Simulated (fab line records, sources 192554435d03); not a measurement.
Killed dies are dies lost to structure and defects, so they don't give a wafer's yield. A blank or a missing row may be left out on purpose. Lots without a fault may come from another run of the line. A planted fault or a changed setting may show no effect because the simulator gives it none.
Problem report in the 8D (eight disciplines) form, filled by code | flow n5_finfet | the parts of the form that need people (team, actions taken, sign-off) are left out

1. THE PROBLEM
run_length_s at N5_BEOL_M7_CVD_78 reads a mean of 86.7 s on 3 wafers of 2 lots; wafers without a fault read 164.9 s with a standard deviation of 0.41. That is -99 or more standard deviations from the usual mean.
The step: deposits Co from CCTBA/H2, target thk 2 nm, time 142.3 s.
First seen on wafer L171.1, day 11 08:58, on cvd_co-02. The record holds 17 wafers of 6 lots with a number at this step. Rule for "out", or "out of limits": more than 4 standard deviations from the usual mean. The other wafers with a number count as sound.

2. WHAT IT IS AND WHAT IT IS NOT
question                    | is                     | is not
which readings at this step | run_length_s           | -
which lots                  | L170, L171             | L163, L164, L176, L179
which wafers of those lots  | L170.1, L170.4, L171.1 | L170.3, L171.6
read on which tools         | cvd_co-02              | cvd_co-01
when                        | from day 11 08:58      | up to then (7 sound wafers); but 7 sound wafers of L170, L176, L179 came after

3. SUSPECTS, AND WHAT RULES EACH OUT
Counting: a tool at a process step up to the reading stays a suspect if it ran every lot that is out. Sound lots after the first of them don't rule it out here, since some wafers of a struck lot are sound.
- cvd_co-02 at N5_BEOL_M7_CVD_78 (deposits Co from CCTBA/H2, target thk 2 nm, time 142.3 s): kept. It ran every lot that is out, first L171 (day 11 08:58); its last sound lot up to then is L164 (day 10 07:02). Its own readings are out on those wafers: run_length_s.
Left after counting: cvd_co-02 at N5_BEOL_M7_CVD_78.

4. THE CAUSE (what the simulator had put in)
Process parameter drift: cvd_co-02, from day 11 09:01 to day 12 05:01, at N5_BEOL_M7_CVD_78. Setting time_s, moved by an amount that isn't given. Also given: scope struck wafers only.
Counting left only this tool.

5. THE CHAIN OF EFFECTS, in route order
Each row: a reading whose mean over the struck wafers that have a number lies more than 3 standard deviations from the usual. Only readings for which the record gives a usual standard deviation are gone through. hours: the time from each lot's start at the first step in this table that gives one to its start at this step, as a median over the lots. sigmas: the change in usual standard deviations.
hours | step              | reading      | usual   | on struck wafers | change | sigmas
0     | N5_BEOL_M7_CVD_78 | run_length_s | 164.9 s | 86.7             | -78.2  | -99 or more
The process steps in it:
- N5_BEOL_M7_CVD_78: deposits Co from CCTBA/H2, target thk 2 nm, time 142.3 s.

6. WHAT WOULD HAVE CAUGHT IT SOONER
In this record the first reading out of limits was taken at day 11 08:58.
